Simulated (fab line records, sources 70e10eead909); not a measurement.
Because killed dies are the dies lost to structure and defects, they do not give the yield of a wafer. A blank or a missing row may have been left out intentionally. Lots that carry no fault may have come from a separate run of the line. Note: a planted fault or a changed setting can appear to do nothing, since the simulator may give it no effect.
Which tool was responsible? -- flow nandHarc -- 6 lots, 18 wafers sampled, at 2 steps of a route of 1302

== WHAT EACH GAUGE READ, for each wafer ==
NHARC_P_ZERO_WELL_CD_MEAS_11: target cd 500 nm.
lot,measured,on,cdNm (nm)
L753,day 3 13:14,cdSem-02,502.0 504.2 499.7
L756,day 4 19:16,cdSem-02,501.1 504.6 504.6
L762,day 7 07:15,cdSem-01,500.0 501.9 502.2
L764,day 8 03:07,cdSem-01,517.5 516.5 517.7
L769,day 10 05:21,cdSem-02,500.3 501.2 498.8
L772,day 11 11:08,cdSem-03,505.6 502.2 502.8

== WHICH TOOL RAN EACH LOT (tool, then ch and the chambers of the sampled wafers, then the start) ==
lot,NHARC_P_ZERO_WELL_SOFTBAKE_06
L753,"lithoTrack-02 ch 0, day 3 12:00"
L756,"lithoTrack-02 ch 0, day 4 18:00"
L762,"lithoTrack-05 ch 0, day 7 06:00"
L764,"lithoTrack-02 ch 0, day 8 02:00"
L769,"lithoTrack-07 ch 0, day 10 04:00"
L772,"lithoTrack-05 ch 0, day 11 10:00"
- NHARC_P_ZERO_WELL_SOFTBAKE_06: time 70 s.

== THE ANSWER, worked out from the rows above alone ==
Rule: the lots themselves supply what counts as usual. Put in order of their means at a reading, lots are off if they are a third of the lots or fewer, leave a main group of 4 or more, and stand apart from it by a gap of 3 or more times the standard deviation of the main group's means; of several such gaps the widest counts. A main group is skipped when, at the precision printed for the reading in the tables above, its means are all equal. A lot without any number at a reading at which 4 lots or more have one is off too. The other lots that the step has rows for count as sound.
Off: L764, at NHARC_P_ZERO_WELL_CD_MEAS_11 (cdNm). Mean 502.1 nm and standard deviation 1.3 in the main group.
A tool fits if, at a process step before that reading, it ran every lot that is off, and no sound lot after the first of them. The gauges at NHARC_P_ZERO_WELL_CD_MEAS_11 are tried like those tools. This does not decide it: 2 tools fit, namely lithoTrack-02 at NHARC_P_ZERO_WELL_SOFTBAKE_06 and cdSem-01 at NHARC_P_ZERO_WELL_CD_MEAS_11.

== WHAT HAD BEEN PUT IN BY THE SIMULATOR ==
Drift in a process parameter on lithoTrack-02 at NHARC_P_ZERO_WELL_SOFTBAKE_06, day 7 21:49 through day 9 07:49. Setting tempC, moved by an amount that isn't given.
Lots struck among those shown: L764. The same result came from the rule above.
